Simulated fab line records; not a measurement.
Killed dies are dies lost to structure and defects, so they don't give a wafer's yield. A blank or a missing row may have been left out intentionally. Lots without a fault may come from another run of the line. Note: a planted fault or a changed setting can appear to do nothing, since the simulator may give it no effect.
fab line records	flow nandHarc
[record] lots = 13	wafers = 39	lastDay = 25
route steps=1159 shown THIN_TSV@1124
lots that met no fault: taken from a fault-free run of the same line
startH: hours from the record's first day to the start of the lot's first wafer shown	waitH: hours since the lot's step before	" the same as in the row above	L1.1+2: a row that stands for several wafers	- no value, or no start was given	* or withheld: withheld	< > ~ a bound
route shown NAME@n: a module of which the file shows steps, and the number in the route of the first	usual: mean/standard deviation of fault-free wafers	same: alike in all rows	chamber/n: place in a boat	sites: readings site by site	_std_site: standard deviation across them	_edge_site: inner sites' mean taken away from outer sites' mean	radiusMm: how far each site lies from the wafer's centre	mask NAME#n: copy n	behind: the most recent tool/chamber to have shaped the wafer	hold: why the lot went on hold/how many hours it stayed there/how the hold came to an end	device: transistor that didn't switch, given as n, p or np	end of line: tests of these same wafers at the route's end	a step with no rows: only its recipe	killed: count of dies lost to structure and defects at first sort (not the wafer's yield)	map: shows each die of a wafer: x if killed, . if not, _ if none is there
set.NAME: the setting that was run; set.NAME@STEP: the one run at that earlier step	model.NAME: the simulator's own value behind a step, which no gauge read
a sample of lots followed through the steps of the route, with each step as a table and each wafer as a row
services: when a tool's chamber went out of use (startH, in hours from the record's first day, below 0 if earlier), for how many hours, and the reason
[[steps]]
[step NHARC_THIN_TSV_DEP_47]
[recipe] targetThkA = 2000	tempC = withheld	pressureTorr = 6.5	rfW = 900	teosFlowSccm = 161.4	flowSccm = 2650	targetThkNm = 200	gas = O2	material = SiO2
[usual] throttleValvePct = 15.9/0.51
lot.wafer	tool	chamber	startH	waitH	sinceWetCleanH	throttleValvePct
L468.2	pecvd-03	1	423.45	-	118	15.7
L468.3	"	2	"	"	118	16.3
L468.1	"	0	"	"	118	16.1
L467.1	pecvd-02	0	431.20	-	84	15.9
L467.6	"	1	"	"	-	15.8
L467.5	"	0	"	"	-	15.9
L470.2	pecvd-03	1	432.09	-	127	15.5
L470.1	"	2	"	"	127	16.3
L470.6	"	2	"	"	-	16.7
L469.3	pecvd-04	0	433.45	-	44	14.8
L469.1	"	1	"	"	44	15.1
L469.5	"	1	"	"	-	14.9
L472.2	pecvd-04	1	434.59	-	46	14.9
L472.3	"	2	"	"	46	16.6
L472.6	"	2	"	"	-	16.6
L471.3	pecvd-03	1	457.79	-	153	16.1
L471.4	"	0	"	"	-	16.1
L471.6	"	2	"	"	-	16.3
L474.3	pecvd-03	0	467.14	-	162	16.3
L474.6	"	1	"	"	-	16.1
L474.4	"	2	"	"	-	16.4
L476.1	pecvd-02	2	483.53	-	136	16.0
L476.2	"	0	"	"	136	16.0
L476.5	"	2	"	"	-	15.9
L473.2	pecvd-04	2	484.84	-	96	16.5
L473.3	"	2	"	"	-	16.6
L473.4	"	1	"	"	-	15.0
L475.2	pecvd-03	2	492.29	-	6	16.2
L475.1	"	0	"	"	6	15.5
L475.5	"	2	"	"	-	16.0
L487.1	pecvd-03	2	553.61	-	68	16.1
L487.3	"	0	"	"	68	15.9
L487.6	"	1	"	"	-	16.0
L485.1	pecvd-03	2	554.97	-	69	16.0
L485.3	"	0	"	"	69	15.6
L485.4	"	0	"	"	-	16.1
L490.3	pecvd-03	2	578.66	-	93	16.3
L490.1	"	0	"	"	93	16.2
L490.4	"	2	"	"	-	16.4
[step NHARC_THIN_TSV_DEGAS_49]
[recipe] tempC = 300	timeS = 120
[usual] heaterPowerW = 470/60
lot.wafer	tool	chamber	startH	waitH	heaterPowerW
L468.2	pvdSputter-02	-	424.38	0.1	490
L468.3	"	-	"	"	458
L468.1	"	-	"	"	581
L467.1	pvdSputter-02	-	432.04	0.1	470
L467.6	"	-	"	"	470
L467.5	"	-	"	"	443
L470.2	pvdSputter-02	-	432.99	0.1	496
L470.1	"	-	"	"	447
L470.6	"	-	"	"	464
L469.3	pvdSputter-02	-	434.37	0.1	502
L469.1	"	-	"	"	583
L469.5	"	-	"	"	464
L472.3	pvdSputter-02	-	435.54	0.1	433
L472.2	"	-	"	"	492
L472.6	"	-	"	"	468
L471.4	pvdSputter-01	-	458.97	0.1	478
L471.3	"	-	"	"	517
L471.6	"	-	"	"	469
L474.3	pvdSputter-01	-	468.01	0.1	533
L474.4	"	-	"	"	480
L474.6	"	-	"	"	513
L476.1	pvdSputter-03	-	484.41	0.1	386
L476.2	"	-	"	"	504
L476.5	"	-	"	"	469
L473.3	pvdSputter-02	-	485.90	0.1	584
L473.4	"	-	"	"	495
L473.2	"	-	"	"	433
L475.2	pvdSputter-02	-	493.21	0.1	447
L475.1	"	-	"	"	496
L475.5	"	-	"	"	582
L487.3	pvdSputter-03	-	554.50	0.1	390
L487.1	"	-	"	"	409
L487.6	"	-	"	"	394
L485.1	pvdSputter-02	-	555.86	0.1	494
L485.4	"	-	"	"	473
L485.3	"	-	"	"	420
L490.3	pvdSputter-03	-	579.59	0.1	402
L490.1	"	-	"	"	500
L490.4	"	-	"	"	412
[step NHARC_THIN_TSV_CD_MEAS_33]
[recipe] targetCdNm = 5000	landingEnergyEv = 500
[usual] cdNm = 4999.7/2.2
lot.wafer	tool	chamber	startH	waitH	cdNm
L468.1	cdSem-01	0	427.69	-	5000.8
L468.2	"	0	"	"	4999.3
L468.3	"	0	"	"	5000.5
L467.1	cdSem-03	0	435.30	-	4996.7
L467.5	"	0	"	"	5000.1
L467.6	"	0	"	"	4998.8
L470.1	cdSem-02	0	436.16	-	5002.1
L470.2	"	0	"	"	5003.2
L470.6	"	0	"	"	4998.0
L469.1	cdSem-03	0	437.57	-	4997.4
L469.3	"	0	"	"	5001.3
L469.5	"	0	"	"	5002.7
L472.2	cdSem-03	0	438.71	-	4997.5
L472.3	"	0	"	"	5001.6
L472.6	"	0	"	"	4998.6
L471.3	cdSem-02	0	462.43	-	4996.7
L471.4	"	0	"	"	4999.1
L471.6	"	0	"	"	5002.6
L474.3	cdSem-01	0	471.39	-	4998.9
L474.4	"	0	"	"	4996.8
L474.6	"	0	"	"	5001.3
L476.1	cdSem-02	0	487.43	-	4999.6
L476.2	"	0	"	"	4997.8
L476.5	"	0	"	"	4999.6
L473.2	cdSem-03	0	489.03	-	4998.5
L473.3	"	0	"	"	4999.8
L473.4	"	0	"	"	4997.7
L475.1	cdSem-01	0	496.23	-	4998.5
L475.2	"	0	"	"	5003.3
L475.5	"	0	"	"	5004.5
L487.1	cdSem-02	0	557.65	-	5000.2
L487.3	"	0	"	"	5003.5
L487.6	"	0	"	"	4999.2
L485.1	cdSem-02	0	559.00	-	4996.7
L485.3	"	0	"	"	5000.7
L485.4	"	0	"	"	5000.9
L490.1	cdSem-03	0	583.08	-	5001.8
L490.3	"	0	"	"	4999.3
L490.4	"	0	"	"	4999.4
[step NHARC_THIN_TSV_ETCH_59]
[recipe] targetDepthA = 8800	icpW = 900	biasW = 100	Cl2_flow_sccm = 60	bcl3FlowSccm = 30	timeS = 138.1	chemistry = Cl2/BCl3
[usual] drypumpMotorCurrentA = 5.7/0.48	oesProductAu = 0.999/0.012	runLengthS = 159.5/0.46	throttleValvePct = 22.264/0.0099
lot.wafer	tool	chamber	startH	waitH	drypumpMotorCurrentA	oesProductAu	rfHoursCounterH	runLengthS	throttleValvePct
L468.2	rieMetal-03	1	427.98	0.1	5.6	1.012	4.6	159.7	22.260
L468.1	"	0	"	"	6.3	0.992	4.2	159.8	22.253
L468.3	"	1	"	"	5.6	0.997	-	159.5	22.272
L467.1	rieMetal-03	0	435.62	0.1	6.3	0.998	4.4	160.2	22.253
L467.6	"	0	"	"	6.3	1.001	-	159.9	22.260
L467.5	"	1	"	"	5.6	1.003	-	159.4	22.247
L470.1	rieMetal-01	1	436.45	0.1	5.1	0.994	2.7	158.9	22.272
L470.2	"	0	"	"	5.7	1.007	2.7	159.0	22.264
L470.6	"	1	"	"	5.2	0.992	-	159.1	22.267
L469.1	rieMetal-03	1	437.86	0.1	5.6	0.996	5.1	159.9	22.269
L469.3	"	0	"	"	6.3	0.983	-	159.9	22.246
L469.5	"	1	"	"	5.7	1.011	-	159.4	22.266
L472.2	rieMetal-02	1	439.03	0.2	5.0	1.005	1.4	160.2	22.270
L472.3	"	0	"	"	6.3	1.008	-	158.7	22.261
L472.6	"	1	"	"	5.0	0.995	-	160.3	22.264
L471.3	rieMetal-03	0	462.78	0.2	6.3	0.991	-	159.9	22.269
L471.4	"	1	"	"	5.6	0.971	-	159.2	22.265
L471.6	"	1	"	"	5.6	0.975	-	159.7	22.255
L474.3	rieMetal-02	0	471.75	0.2	6.3	0.999	-	158.9	22.275
L474.4	"	1	"	"	5.0	1.016	-	159.9	22.264
L474.6	"	0	"	"	6.3	0.999	-	158.6	22.265
L476.1	rieMetal-01	0	487.72	0.1	5.7	1.019	4.5	159.4	22.264
L476.2	"	1	"	"	5.2	0.993	4.0	159.1	22.268
L476.5	"	0	"	"	5.7	1.019	-	159.2	22.263
L473.2	rieMetal-03	1	489.35	0.2	5.6	0.980	0.6	159.5	22.258
L473.4	"	0	"	"	6.3	0.992	-	160.1	22.260
L473.3	"	1	"	"	5.6	0.987	-	159.2	22.286
L475.1	rieMetal-01	1	496.52	0.1	5.1	0.998	4.3	159.0	22.278
L475.2	"	0	"	"	5.7	1.012	4.8	159.6	22.262
L475.5	"	1	"	"	5.1	1.006	-	159.0	22.268
L487.1	rieMetal-03	0	557.94	0.1	6.3	0.992	2.6	140.5	22.267
L487.3	"	0	"	"	6.3	0.999	-	140.3	22.246
L487.6	"	1	"	"	5.6	0.981	-	159.5	22.262
L485.1	rieMetal-03	0	559.29	0.1	6.3	0.998	2.8	140.3	22.251
L485.4	"	0	"	"	6.3	0.991	-	140.3	22.284
L485.3	"	1	"	"	5.6	0.977	-	159.9	22.255
L490.1	rieMetal-01	0	583.40	0.1	5.7	1.023	2.3	159.0	22.264
L490.3	"	1	"	"	5.1	0.998	-	159.0	22.253
L490.4	"	0	"	"	5.7	1.026	-	159.1	22.271
[[services]]
tool	chamber	startH	hours	kind
pecvd-03	2	412.33	5.0	repair
pvdSputter-01	-	413.99	26.0	repair
pecvd-04	-	438.58	0.4	repair
rieMetal-01	1	439.71	4.9	repair
pecvd-03	-	444.02	0.9	repair
pvdSputter-02	-	445.98	0.9	repair
rieMetal-03	-	453.00	9.0	pm
pvdSputter-03	-	458.00	10.0	pm
pecvd-04	-	458.26	2.2	repair
rieMetal-01	-	467.87	0.6	repair
pecvd-03	-	473.15	13.0	pm
pecvd-03	0	473.15	13.0	ventCycle
pecvd-03	1	473.15	13.0	ventCycle
pecvd-03	2	473.15	13.0	ventCycle
pecvd-03	-	499.13	4.5	repair
rieMetal-01	-	509.00	9.0	pm
pvdSputter-01	-	514.06	10.0	pm
pecvd-02	-	515.91	13.0	pm
pecvd-02	0	545.21	1.8	repair
pecvd-04	-	557.11	13.0	pm
rieMetal-02	-	565.08	9.0	pm
pecvd-02	2	567.66	6.1	repair
pvdSputter-02	-	570.00	10.0	pm
pvdSputter-01	-	575.83	2.4	repair
[[key]]
[firstSign] step = NHARC_THIN_TSV_ETCH_59	reading = runLengthS	direction = down	sigmas = 41	usual = *	struck = *
effect none on later readings
metAt NHARC_THIN_TSV_ETCH_59
struckLots L485,L487
struckWafers L485.1,L485.4,L487.1,L487.3
laterRowsLeftOut L485.1,L485.4,L487.1,L487.3
sortLeftOut L485.1,L485.4,L487.1,L487.3
notActingAt NHARC_THIN_TSV_DEP_47,NHARC_THIN_TSV_DEGAS_49,NHARC_THIN_TSV_CD_MEAS_33
onsetBetween 489.35 557.94
[fault] kind = processParameterDrift	tool = rieMetal-03	chamber = 0	onsetH = 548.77	steps = NHARC_THIN_TSV_ETCH_59	channel = timeS	offset = *	shape = step	endH = 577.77	actsIn = *	stated = *
// sortLeftOut: the simulated sort isn't trusted on such a fault, so these wafers' sort isn't shown, and their yield isn't known
// laterRowsLeftOut: the simulator's readings of these wafers behind a module that went badly wrong aren't trusted and aren't shown, but for the sort
